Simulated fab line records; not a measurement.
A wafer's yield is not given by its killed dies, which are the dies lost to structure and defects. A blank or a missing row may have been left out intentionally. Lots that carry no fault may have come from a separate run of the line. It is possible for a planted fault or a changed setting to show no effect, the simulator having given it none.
fab line records -- flow nand-harc
[record] lots = 6, wafers = 18, last-day = 33
route steps=1302 shown P_GATE@185 P_CONTACT@217 END@1302
lots that met no fault: from a run of the same line without faults
start-h: hours from the record's first day to the start of the lot's first wafer shown -- wait-h: hours from the lot's prior step to this one -- " the same as in the row above -- L1.1+2: a single row standing in for several wafers -- - either no value or no given start -- * or withheld: withheld -- < > ~ a bound
route shown NAME@n: a module of which the file shows steps, and the number in the route of the first -- usual: the fault-free wafers' mean and standard deviation -- same: alike in all rows -- chamber/n: place in a boat -- sites: each site's reading -- _std_site: standard deviation of those values -- _edge_site: the outer-site mean with the inner-site mean subtracted -- radius-mm: for every site, how far away it sits from the centre of the wafer -- mask NAME#n: copy n -- behind: the most recent tool/chamber to have shaped the wafer -- hold: reason for holding the lot/hours on hold/outcome of the hold -- device: transistor that didn't switch, given as n, p or np -- end of line: at the end of the route, the tests of the same wafers -- a step without rows: its recipe alone -- killed: dies that structure and defects cost at the first sort, which is not the same as the wafer's yield -- map: a wafer's dies, x killed, . not, _ none there
set.NAME: the setting as run; set.NAME@STEP: as run at that earlier step -- model.NAME: the simulator's own value behind a step, which no gauge read
lots at some steps of the route; a table a step, a row a wafer
services: from which hour (start-h, from the record's first day; less than 0 if before it) a tool's chamber was out of use, for how many hours, and why
[[steps]]
[step NHARC_P_GATE_CD_MEAS_59]
[recipe] target-cd-nm = 720, landing-energy-ev = 500
[usual] cd-nm = 719.4/1.5
lot.wafer,tool,chamber,start-h,wait-h,cd-nm
L390.4,cd-sem-01,0,115.73,-,718.5
L390.5,cd-sem-01,0,115.73,-,719.2
L390.6,cd-sem-01,0,115.73,-,718.9
L391.3,cd-sem-03,0,121.84,-,721.8
L391.5,cd-sem-03,0,121.84,-,720.2
L391.6,cd-sem-03,0,121.84,-,720.8
L394.2,cd-sem-03,0,147.94,-,718.7
L394.3,cd-sem-03,0,147.94,-,720.8
L394.6,cd-sem-03,0,147.94,-,722.2
L401.1,cd-sem-02,0,220.51,-,720.8
L401.5,cd-sem-02,0,220.51,-,719.7
L401.6,cd-sem-02,0,220.51,-,716.8
L403.1,cd-sem-01,0,235.47,-,720.8
L403.5,cd-sem-01,0,235.47,-,721.8
L403.6,cd-sem-01,0,235.47,-,718.0
L412.1,cd-sem-01,0,329.67,-,720.5
L412.2,cd-sem-01,0,329.67,-,721.1
L412.6,cd-sem-01,0,329.67,-,720.0
[step NHARC_P_GATE_HARDBAKE_60]
[recipe] temp-c = 125, time-s = 80
[step NHARC_P_GATE_DESCUM_61]
[recipe] time-s = 3, o2-flow-sccm = 200, ar-flow-sccm = 0, bias-power-w = 0, chemistry = O2
[step NHARC_P_GATE_IMPLANT_62]
[recipe] energy-kev = 20, dose-cm2 = 3e+15, tilt-deg = 7
[step NHARC_P_GATE_STRIP_112]
[recipe] power-w = 1500, temp-c = 110, time-s = 200, chemistry = N2/H2
[step NHARC_P_GATE_STRIP_76]
[recipe] power-w = 1500, temp-c = 250, chemistry = O2
[usual] drypump-motor-current-A = 5.5/0.37, heater-power-w = 336/54
lot.wafer,tool,chamber,start-h,wait-h,drypump-motor-current-A,heater-power-w,rf-hours-counter-h
L390.4,plasma-asher-02,1,116.54,0.1,6.0,328,-
L390.6,plasma-asher-02,0,116.54,0.1,5.3,399,-
L390.5,plasma-asher-02,1,116.54,0.1,6.1,317,-
L391.3,plasma-asher-02,1,134.28,0.1,6.0,331,-
L391.5,plasma-asher-02,0,134.28,0.1,5.3,406,-
L391.6,plasma-asher-02,1,134.28,0.1,6.0,321,-
L394.2,plasma-asher-02,0,148.73,0.2,5.2,409,25
L394.3,plasma-asher-02,1,148.73,0.2,6.0,310,-
L394.6,plasma-asher-02,1,148.73,0.2,6.0,327,-
L401.1,plasma-asher-02,0,221.33,0.2,5.2,398,41
L401.6,plasma-asher-02,0,221.33,0.2,5.2,413,-
L401.5,plasma-asher-02,1,221.33,0.2,6.1,319,-
L403.1,plasma-asher-02,0,236.29,0.2,5.3,410,44
L403.6,plasma-asher-02,0,236.29,0.2,5.2,405,-
L403.5,plasma-asher-02,1,236.29,0.2,6.0,321,-
L412.2,plasma-asher-02,0,330.46,0.2,5.3,441,15
L412.1,plasma-asher-02,1,330.46,0.2,6.0,333,15
L412.6,plasma-asher-02,0,330.46,0.2,5.3,440,-
[step NHARC_P_GATE_STRIP_63]
[recipe] time-s = 900, temp-c = 130, chemistry = SPM
[step NHARC_P_GATE_DEHYDRATE_83]
[recipe] temp-c = 150, time-s = 120
[step NHARC_P_GATE_HMDS_84]
[recipe] time-s = 30
[step NHARC_P_GATE_COAT_85]
[recipe] spin-rpm = 3000
[step NHARC_P_GATE_SOFTBAKE_86]
[recipe] temp-c = 122, time-s = 95
[step NHARC_P_GATE_EBR_87]
[step NHARC_P_GATE_EXPOSE_88]
[recipe] na = 0.6, target-cd-nm = 2000, dose-mj = 11.87, mask-id = P_HVN
[usual] exposure-dose-mJ-cm2 = 11.865/0.012
lot.wafer,tool,chamber,start-h,wait-h,mask,exposure-dose-mJ-cm2,model.P_GATE.overlay-x-nm
L390.4,krf-scanner-02,0,117.31,-,P_HVN#0,11.888,1.364
L390.5,krf-scanner-02,0,117.31,-,P_HVN#0,11.877,1.364
L390.6,krf-scanner-02,0,117.31,-,P_HVN#0,11.865,1.364
L391.3,krf-scanner-04,0,135.02,-,P_HVN#0,11.870,-4.374
L391.5,krf-scanner-04,0,135.02,-,P_HVN#0,11.880,-4.374
L391.6,krf-scanner-04,0,135.02,-,P_HVN#0,11.876,-4.374
L394.2,krf-scanner-02,0,149.49,-,P_HVN#0,11.853,-8.002
L394.3,krf-scanner-02,0,149.49,-,P_HVN#0,11.854,-8.002
L394.6,krf-scanner-02,0,149.49,-,P_HVN#0,11.840,-8.002
L401.1,krf-scanner-04,0,222.09,-,P_HVN#0,11.854,614.4
L401.5,krf-scanner-04,0,222.09,-,P_HVN#0,11.864,614.4
L401.6,krf-scanner-04,0,222.09,-,P_HVN#0,11.856,614.4
L403.1,krf-scanner-04,0,237.05,-,P_HVN#0,11.861,612.6
L403.5,krf-scanner-04,0,237.05,-,P_HVN#0,11.884,612.6
L403.6,krf-scanner-04,0,237.05,-,P_HVN#0,11.886,612.6
L412.1,krf-scanner-03,0,331.10,-,P_HVN#0,11.855,-5.015
L412.2,krf-scanner-03,0,331.10,-,P_HVN#0,11.847,-5.015
L412.6,krf-scanner-03,0,331.10,-,P_HVN#0,11.884,-5.015
[step NHARC_P_GATE_PEB_89]
[recipe] peb-temp-c = 118, peb-time-s = 85
[step NHARC_P_GATE_DEVELOP_90]
[recipe] time-s = 70
[step NHARC_P_GATE_CD_MEAS_91]
[recipe] target-cd-nm = 2000, landing-energy-ev = 500
[usual] cd-nm = 2000.2/1.3
lot.wafer,tool,chamber,start-h,wait-h,cd-nm
L390.4,cd-sem-02,0,117.46,-,1998.3
L390.5,cd-sem-02,0,117.46,-,2000.5
L390.6,cd-sem-02,0,117.46,-,2000.1
L391.3,cd-sem-02,0,135.18,-,2000.4
L391.5,cd-sem-02,0,135.18,-,2000.8
L391.6,cd-sem-02,0,135.18,-,2001.4
L394.2,cd-sem-01,0,149.65,-,1997.4
L394.3,cd-sem-01,0,149.65,-,1998.0
L394.6,cd-sem-01,0,149.65,-,1998.5
L401.1,cd-sem-02,0,222.25,-,2002.2
L401.5,cd-sem-02,0,222.25,-,2003.0
L401.6,cd-sem-02,0,222.25,-,2001.7
L403.1,cd-sem-03,0,237.23,-,2002.4
L403.5,cd-sem-03,0,237.23,-,2000.7
L403.6,cd-sem-03,0,237.23,-,2000.2
L412.1,cd-sem-03,0,331.26,-,2000.9
L412.2,cd-sem-03,0,331.26,-,2000.9
L412.6,cd-sem-03,0,331.26,-,2000.1
[step NHARC_P_GATE_HARDBAKE_92]
[recipe] temp-c = 125, time-s = 80
[step NHARC_P_GATE_DESCUM_93]
[recipe] time-s = 3, o2-flow-sccm = 200, ar-flow-sccm = 0, bias-power-w = 0, chemistry = O2
[usual] drypump-motor-current-A = 5.8/0.44, oes-product-au = 1.002/0.0078, rf-vpp-V = 57.9/0.85, showerhead-plenum-p-Torr = 1.92/0.074, throttle-valve-pct = 11.312/0.009
lot.wafer,tool,chamber,start-h,wait-h,drypump-motor-current-A,oes-product-au,rf-hours-counter-h,rf-vpp-V,showerhead-plenum-p-Torr,throttle-valve-pct
L390.4,rie-diel-13,0,117.61,-,5.9,0.999,7.7,58.1,1.91,11.312
L390.5,rie-diel-13,0,117.61,-,5.9,0.991,-,58.5,1.91,11.303
L390.6,rie-diel-13,1,117.61,-,5.8,0.999,-,57.9,2.02,11.318
L391.3,rie-diel-13,2,135.37,-,6.3,1.009,8.8,57.2,2.00,11.314
L391.6,rie-diel-13,3,135.37,-,5.1,1.017,-,55.7,1.85,11.300
L391.5,rie-diel-13,0,135.37,-,5.9,1.009,-,57.6,1.91,11.306
L394.3,rie-diel-10,0,149.81,-,5.4,1.016,3.5,57.2,1.91,11.317
L394.2,rie-diel-10,2,149.81,-,6.4,1.008,3.1,58.3,1.83,11.316
L394.6,rie-diel-10,2,149.81,-,6.4,1.013,-,58.0,1.83,11.301
L401.1,rie-diel-09,2,222.42,-,5.2,0.999,3.4,56.4,1.83,11.312
L401.6,rie-diel-09,1,222.42,-,5.7,0.996,-,58.0,1.94,11.315
L401.5,rie-diel-09,2,222.42,-,5.2,0.984,-,55.3,1.83,11.306
L403.1,rie-diel-09,2,237.39,-,5.2,0.993,4.5,57.0,1.83,11.319
L403.5,rie-diel-09,3,237.39,-,5.6,0.992,-,58.1,1.98,11.310
L403.6,rie-diel-09,1,237.39,-,5.7,0.990,-,58.6,1.94,11.314
L412.1,rie-diel-10,3,331.43,-,5.1,0.999,5.7,58.5,2.06,11.311
L412.2,rie-diel-10,1,331.43,-,6.3,0.994,6.9,58.5,1.94,11.326
L412.6,rie-diel-10,3,331.43,-,5.1,0.998,-,59.0,2.05,11.322
[step NHARC_P_GATE_IMPLANT_94]
[recipe] energy-kev = 60, dose-cm2 = 2e+15, tilt-deg = 7
[step NHARC_P_GATE_STRIP_113]
[recipe] power-w = 1500, temp-c = 110, time-s = 740, chemistry = N2/H2
[step NHARC_P_GATE_STRIP_95]
[recipe] power-w = 1500, temp-c = 250, chemistry = O2
[step NHARC_P_GATE_STRIP_96]
[recipe] time-s = 900, temp-c = 130, chemistry = SPM
[step NHARC_P_GATE_RTA_64]
[recipe] temp-c = 1050, time-s = 1
[usual] lamp-power-pct = 35.1/1.6, wafer_temp_C_max = 1054.3/1.2
lot.wafer,tool,chamber,start-h,wait-h,lamp-power-pct,wafer_temp_C_max
L390.4,rtp-anneal-02,0,119.50,-,33.4,1052.7
L390.5,rtp-anneal-02,0,119.50,-,33.4,1052.6
L390.6,rtp-anneal-02,0,119.50,-,33.4,1052.8
L391.3,rtp-anneal-01,0,137.03,-,36.7,1055.7
L391.5,rtp-anneal-01,0,137.03,-,36.6,1055.1
L391.6,rtp-anneal-01,0,137.03,-,36.7,1055.9
L394.2,rtp-anneal-01,0,151.50,-,36.6,1055.1
L394.3,rtp-anneal-01,0,151.50,-,36.6,1055.9
L394.6,rtp-anneal-01,0,151.50,-,36.7,1054.2
L401.1,rtp-anneal-01,0,224.05,-,36.7,1053.9
L401.5,rtp-anneal-01,0,224.05,-,36.6,1054.5
L401.6,rtp-anneal-01,0,224.05,-,36.6,1055.0
L403.1,rtp-anneal-02,0,239.07,-,33.4,1052.9
L403.5,rtp-anneal-02,0,239.07,-,33.3,1054.1
L403.6,rtp-anneal-02,0,239.07,-,33.3,1052.5
L412.1,rtp-anneal-01,0,333.07,-,36.7,1055.3
L412.2,rtp-anneal-01,0,333.07,-,36.6,1054.0
L412.6,rtp-anneal-01,0,333.07,-,36.7,1054.0
[step NHARC_P_GATE_ETCH_77]
[recipe] target-depth-a = 60, chemistry = dHF, material = SiO2
[step NHARC_P_GATE_DEGAS_109]
[recipe] temp-c = 300, time-s = 60
[step NHARC_P_GATE_PRE_CLEAN_110]
[recipe] time-s = 30, bias-v = 200, gas = Ar
[step NHARC_P_GATE_SPUTTER_78]
[recipe] target-thk-a = 100, material = Ni
[step NHARC_P_GATE_SPUTTER_79]
[recipe] target-thk-a = 100, material = TiN
[step NHARC_P_GATE_RTA_80]
[recipe] temp-c = 300, time-s = 30
[step NHARC_P_GATE_STRIP_67]
[recipe] time-s = 600, temp-c = 130, chemistry = SPM
[step NHARC_P_GATE_RTA_82]
[recipe] temp-c = 450, time-s = 30
[step NHARC_P_GATE_INSPECT_68]
[usual] raw-defect-count = 190/98
lot.wafer,tool,chamber,start-h,wait-h,raw-defect-count
L390.4,defect-inspect-01,-,120.70,0.1,173
L390.5,defect-inspect-01,-,120.70,0.1,231
L390.6,defect-inspect-01,-,120.70,0.1,219
L391.3,defect-inspect-01,-,138.33,0.1,166
L391.5,defect-inspect-01,-,138.33,0.1,224
L391.6,defect-inspect-01,-,138.33,0.1,512
L394.2,defect-inspect-02,-,152.73,0.1,325
L394.3,defect-inspect-02,-,152.73,0.1,252
L394.6,defect-inspect-02,-,152.73,0.1,271
L401.1,defect-inspect-02,-,225.32,0.2,146
L401.5,defect-inspect-02,-,225.32,0.2,120
L401.6,defect-inspect-02,-,225.32,0.2,164
L403.1,defect-inspect-02,-,240.34,0.2,399
L403.5,defect-inspect-02,-,240.34,0.2,352
L403.6,defect-inspect-02,-,240.34,0.2,337
L412.1,defect-inspect-02,-,334.32,0.2,93
L412.2,defect-inspect-02,-,334.32,0.2,110
L412.6,defect-inspect-02,-,334.32,0.2,165
[step NHARC_P_CONTACT_DEP_30]
[recipe] target-thk-a = 300, temp-c = 400, target-thk-nm = 30, flow-sccm = 200, rf-w = 450, material = SiNx
[usual] heater-power-w = 761/87
lot.wafer,tool,chamber,start-h,wait-h,heater-power-w
L390.6,pecvd-01,1,120.88,0.2,782
L390.5,pecvd-01,2,120.88,0.2,906
L390.4,pecvd-01,0,120.88,0.2,638
L391.3,pecvd-02,2,138.48,0.1,612
L391.5,pecvd-02,0,138.48,0.1,813
L391.6,pecvd-02,1,138.48,0.1,811
L394.3,pecvd-03,0,152.79,0.1,775
L394.2,pecvd-03,1,152.79,0.1,734
L394.6,pecvd-03,1,152.79,0.1,734
L401.1,pecvd-02,1,225.38,0.1,765
L401.5,pecvd-02,1,225.38,0.1,778
L401.6,pecvd-02,0,225.38,0.1,784
L403.1,pecvd-03,1,240.41,0.1,693
L403.5,pecvd-03,1,240.41,0.1,690
L403.6,pecvd-03,2,240.41,0.1,756
L412.2,pecvd-02,0,334.39,0.1,871
L412.1,pecvd-02,2,334.39,0.1,586
L412.6,pecvd-02,0,334.39,0.1,862
[step NHARC_P_CONTACT_DEP_00]
[recipe] target-thk-a = 5000, temp-c = 400, pressure-torr = 6.5, rf-w = 900, teos-flow-sccm = 161.4, flow-sccm = 2650, target-thk-nm = 500, gas = O2, material = SiO2
[usual] heater-power-w = 599/89, throttle-valve-pct = 16.0/0.41
lot.wafer,tool,chamber,start-h,wait-h,heater-power-w,throttle-valve-pct
L390.6,pecvd-01,1,-,-,670,15.6
L390.5,pecvd-01,2,-,-,578,15.7
L390.4,pecvd-01,0,-,-,511,15.9
L391.3,pecvd-02,2,-,-,451,15.8
L391.5,pecvd-02,0,-,-,545,16.7
L391.6,pecvd-02,1,-,-,673,16.4
L394.3,pecvd-03,0,-,-,598,16.3
L394.2,pecvd-03,1,-,-,636,16.3
L394.6,pecvd-03,1,-,-,498,16.1
L401.1,pecvd-02,1,225.73,0.3,616,16.2
L401.5,pecvd-02,1,225.73,0.3,697,16.2
L401.6,pecvd-02,0,225.73,0.3,653,16.3
L403.1,pecvd-03,1,-,-,661,15.7
L403.5,pecvd-03,1,-,-,510,15.6
L403.6,pecvd-03,2,-,-,594,16.3
L412.2,pecvd-02,0,-,-,619,16.4
L412.1,pecvd-02,2,-,-,330,15.5
L412.6,pecvd-02,0,-,-,674,16.4
[step NHARC_P_CONTACT_CMP_01]
[recipe] target-thk-nm = 200, material = SiO2
[step NHARC_P_CONTACT_SRD_03]
[step NHARC_P_CONTACT_DEHYDRATE_04]
[recipe] temp-c = 150, time-s = 120
[step NHARC_P_CONTACT_HMDS_05]
[recipe] time-s = 30
[step NHARC_P_CONTACT_COAT_33]
[recipe] temp-c = 260, time-s = 75
[step NHARC_P_CONTACT_COAT_34]
[recipe] temp-c = 225, time-s = 65
[step NHARC_P_CONTACT_COAT_06]
[recipe] spin-rpm = 1500, resist-thk-nm = 90
[step NHARC_END_SORT_01]
[recipe] temp-c = 25
[usual] killed-at-array = 52/17, killed-at-other = 0.8/1.1, killed-at-periphery = 3.2/2.2, killed-dies = 57/17, killed-open = 3.4/1.8, killed-short = 2.4/1.6
[same] gross-dies = 677
lot.wafer,tool,chamber,start-h,wait-h,killed-at-array,killed-at-other,killed-at-periphery,killed-dies,killed-open,killed-short
L394.2,prober-02,0,600.03,2.8,92,2,1,95,6,3
L394.3,prober-02,0,600.83,3.1,63,1,1,65,0,4
L394.6,prober-02,0,603.21,4.0,69,0,3,72,4,1
L401.1,prober-02,0,665.12,2.5,56,5,616,677,1,3
L401.5,prober-02,0,668.30,3.7,46,0,631,677,1,3
L401.6,prober-02,0,669.10,4.0,70,0,607,677,9,2
L403.1,prober-01,0,687.91,2.5,52,0,625,677,1,4
L403.5,prober-01,0,691.08,3.7,56,0,621,677,3,2
L403.6,prober-01,0,691.87,4.0,49,0,628,677,4,5
// killed by level:class
L394.2 A_SLIT:chamber-film-flake=28 A_CHANNEL_HOLE_D1:chamber-film-flake=27 A_CHANNEL_HOLE_D2:chamber-film-flake=11 A_CONTACT:chamber-film-flake=6 A_STAIRCASE:chamber-film-flake=4 A_ONON_D1:geometric-particle:open=3 A_M0:chamber-film-flake=3 A_ONON_D1:geometric-particle:short=2
L394.3 A_CHANNEL_HOLE_D1:chamber-film-flake=25 A_SLIT:chamber-film-flake=19 A_CONTACT:chamber-film-flake=5 A_M0:chamber-film-flake=4 A_STAIRCASE:chamber-film-flake=2 A_CHANNEL_HOLE_D2:chamber-film-flake=2 A_SGD_CUT:chamber-film-flake=2 A_CHANNEL_HOLE_D1:geometric-particle:short=1
L394.6 A_CHANNEL_HOLE_D1:chamber-film-flake=27 A_SLIT:chamber-film-flake=22 A_CHANNEL_HOLE_D2:chamber-film-flake=9 A_M0:chamber-film-flake=4 A_ZERO_WELL:chamber-film-flake=2 P_CONTACT:geometric-particle:open=1 A_ONON_D1:geometric-particle:open=1 A_CHANNEL_FILL_D1:geometric-particle:open=1
L401.1 P_GATE:overlay=610 A_CHANNEL_HOLE_D1:chamber-film-flake=22 A_CHANNEL_HOLE_D2:chamber-film-flake=18 P_CONTACT:chamber-film-flake=5 THIN_TSV:chamber-film-flake=5 A_SLIT:chamber-film-flake=4 A_CONTACT:chamber-film-flake=3 A_ONON_D1:geometric-particle:short=1
L401.5 P_GATE:overlay=625 A_CHANNEL_HOLE_D1:chamber-film-flake=23 A_CHANNEL_HOLE_D2:chamber-film-flake=12 P_CONTACT:chamber-film-flake=6 A_CONTACT:chamber-film-flake=4 A_DECK1_JOINT:geometric-particle:short=2 A_CHANNEL_HOLE_D1:geometric-particle:short=1 A_CHANNEL_FILL_D1:geometric-particle:open=1
L401.6 P_GATE:overlay=603 A_CHANNEL_HOLE_D1:chamber-film-flake=28 A_CHANNEL_HOLE_D2:chamber-film-flake=16 A_CONTACT:chamber-film-flake=9 A_SLIT:chamber-film-flake=4 A_DECK1_JOINT:geometric-particle:open=2 A_STAIRCASE:chamber-film-flake=2 P_ZERO_WELL:chamber-film-flake=1
L403.1 P_GATE:overlay=624 A_CHANNEL_HOLE_D1:chamber-film-flake=33 A_STAIRCASE:chamber-film-flake=5 A_CHANNEL_FILL_D1:geometric-particle:short=2 A_SLIT:chamber-film-flake=2 A_SGD_CUT:chamber-film-flake=2 A_WL_FILL:chamber-film-flake=2 A_CONTACT:chamber-film-flake=2
L403.5 P_GATE:overlay=620 A_CHANNEL_HOLE_D1:chamber-film-flake=35 A_STAIRCASE:chamber-film-flake=9 A_SLIT:chamber-film-flake=2 A_WL_FILL:chamber-film-flake=2 P_CONTACT:geometric-particle:open=1 A_CHANNEL_FILL_D1:geometric-particle:short=1 A_ONON_D2:geometric-particle:short=1
L403.6 P_GATE:overlay=622 A_CHANNEL_HOLE_D1:chamber-film-flake=25 A_SLIT:chamber-film-flake=5 A_CONTACT:chamber-film-flake=4 A_WL_FILL:chamber-film-flake=3 A_CHANNEL_FILL_D2:geometric-particle:short=2 A_BLC:chamber-film-flake=2 P_GATE:geometric-particle:open=1
// map L401.1 (x killed, . not)
____________x____________
_________xxxxxxx_________
_______xxxxxxxxxxx_______
______xxxxxxxxxxxxx______
_____xxxxxxxxxxxxxxx_____
____xxxxxxxxxxxxxxxxx____
____xxxxxxxxxxxxxxxxx____
___xxxxxxxxxxxxxxxxxxx___
___xxxxxxxxxxxxxxxxxxx___
__xxxxxxxxxxxxxxxxxxxxx__
__xxxxxxxxxxxxxxxxxxxxx__
_xxxxxxxxxxxxxxxxxxxxxxx_
_xxxxxxxxxxxxxxxxxxxxxxx_
_xxxxxxxxxxxxxxxxxxxxxxx_
_xxxxxxxxxxxxxxxxxxxxxxx_
_xxxxxxxxxxxxxxxxxxxxxxx_
xxxxxxxxxxxxxxxxxxxxxxxxx
xxxxxxxxxxxxxxxxxxxxxxxxx
xxxxxxxxxxxxxxxxxxxxxxxxx
xxxxxxxxxxxxxxxxxxxxxxxxx
xxxxxxxxxxxxxxxxxxxxxxxxx
_xxxxxxxxxxxxxxxxxxxxxxx_
_xxxxxxxxxxxxxxxxxxxxxxx_
_xxxxxxxxxxxxxxxxxxxxxxx_
_xxxxxxxxxxxxxxxxxxxxxxx_
_xxxxxxxxxxxxxxxxxxxxxxx_
__xxxxxxxxxxxxxxxxxxxxx__
__xxxxxxxxxxxxxxxxxxxxx__
___xxxxxxxxxxxxxxxxxxx___
___xxxxxxxxxxxxxxxxxxx___
____xxxxxxxxxxxxxxxxx____
____xxxxxxxxxxxxxxxxx____
_____xxxxxxxxxxxxxxx_____
______xxxxxxxxxxxxx______
_______xxxxxxxxxxx_______
_________xxxxxxx_________
____________x____________
// map L403.1 (x killed, . not)
____________x____________
_________xxxxxxx_________
_______xxxxxxxxxxx_______
______xxxxxxxxxxxxx______
_____xxxxxxxxxxxxxxx_____
____xxxxxxxxxxxxxxxxx____
____xxxxxxxxxxxxxxxxx____
___xxxxxxxxxxxxxxxxxxx___
___xxxxxxxxxxxxxxxxxxx___
__xxxxxxxxxxxxxxxxxxxxx__
__xxxxxxxxxxxxxxxxxxxxx__
_xxxxxxxxxxxxxxxxxxxxxxx_
_xxxxxxxxxxxxxxxxxxxxxxx_
_xxxxxxxxxxxxxxxxxxxxxxx_
_xxxxxxxxxxxxxxxxxxxxxxx_
_xxxxxxxxxxxxxxxxxxxxxxx_
xxxxxxxxxxxxxxxxxxxxxxxxx
xxxxxxxxxxxxxxxxxxxxxxxxx
xxxxxxxxxxxxxxxxxxxxxxxxx
xxxxxxxxxxxxxxxxxxxxxxxxx
xxxxxxxxxxxxxxxxxxxxxxxxx
_xxxxxxxxxxxxxxxxxxxxxxx_
_xxxxxxxxxxxxxxxxxxxxxxx_
_xxxxxxxxxxxxxxxxxxxxxxx_
_xxxxxxxxxxxxxxxxxxxxxxx_
_xxxxxxxxxxxxxxxxxxxxxxx_
__xxxxxxxxxxxxxxxxxxxxx__
__xxxxxxxxxxxxxxxxxxxxx__
___xxxxxxxxxxxxxxxxxxx___
___xxxxxxxxxxxxxxxxxxx___
____xxxxxxxxxxxxxxxxx____
____xxxxxxxxxxxxxxxxx____
_____xxxxxxxxxxxxxxx_____
______xxxxxxxxxxxxx______
_______xxxxxxxxxxx_______
_________xxxxxxx_________
____________x____________
[[services]]
tool,chamber,start-h,hours,kind
krf-scanner-02,-,94.00,4.0,pm
rie-diel-10,3,95.16,5.2,repair
rie-diel-10,3,105.21,7.2,repair
rie-diel-13,2,114.81,2.6,repair
pecvd-03,-,116.44,2.9,repair
plasma-asher-02,-,121.26,12.7,repair
rie-diel-09,1,129.27,5.9,repair
pecvd-01,-,130.00,13.0,pm
rie-diel-10,3,140.09,128.0,repair
rie-diel-13,2,142.30,4.0,repair
rie-diel-09,-,143.75,9.0,pm
pecvd-03,-,156.95,2.4,repair
rie-diel-09,1,161.73,2.2,repair
rie-diel-13,-,165.04,9.0,pm
krf-scanner-04,-,176.44,2.4,repair
krf-scanner-04,-,182.00,4.0,pm
pecvd-03,-,185.19,13.0,pm
pecvd-02,2,185.88,12.9,repair
rie-diel-10,1,196.41,7.7,repair
pecvd-03,2,205.10,8.6,repair
pecvd-01,-,215.37,0.9,repair
pecvd-02,2,222.39,4.6,repair
pecvd-02,-,227.16,13.0,pm
plasma-asher-02,-,249.23,9.0,pm
[[key]]
[first-sign] step = NHARC_END_SORT_01, reading = killed-at-periphery, direction = up, sigmas = 99+, usual = 3.2, struck = 621.3
[effect] step = NHARC_END_SORT_01, reading = killed-dies, direction = up, sigmas = 36, usual = 57, struck = 677
[model-effect] step = NHARC_P_GATE_EXPOSE_88, value = P_GATE.overlay-x-nm, without = -6.115, struck = 613.5
[more-kills-born-at] NHARC_P_GATE_EXPOSE_88@krf-scanner-04 = 3704
met-at NHARC_P_GATE_EXPOSE_88
struck-wafers L401.1,L401.5,L401.6,L403.1,L403.5,L403.6
tester-left-out L401,L403
onset-between 135.02 222.09
also-fits NHARC_P_GATE_DESCUM_93:rie-diel-09
[fault] kind = scanner-matching-overlay, tool = krf-scanner-04, chamber = -, onset-h = 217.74, steps = NHARC_P_GATE_EXPOSE_88, offset = 619.61
// tester-left-out: of these lots the tester's yield and bins aren't shown, on N5 and GAA mostly nor the transistor test; their killed dies are dies lost to structure and defects alone, not to doping, threshold or leakage, so they don't give the yield
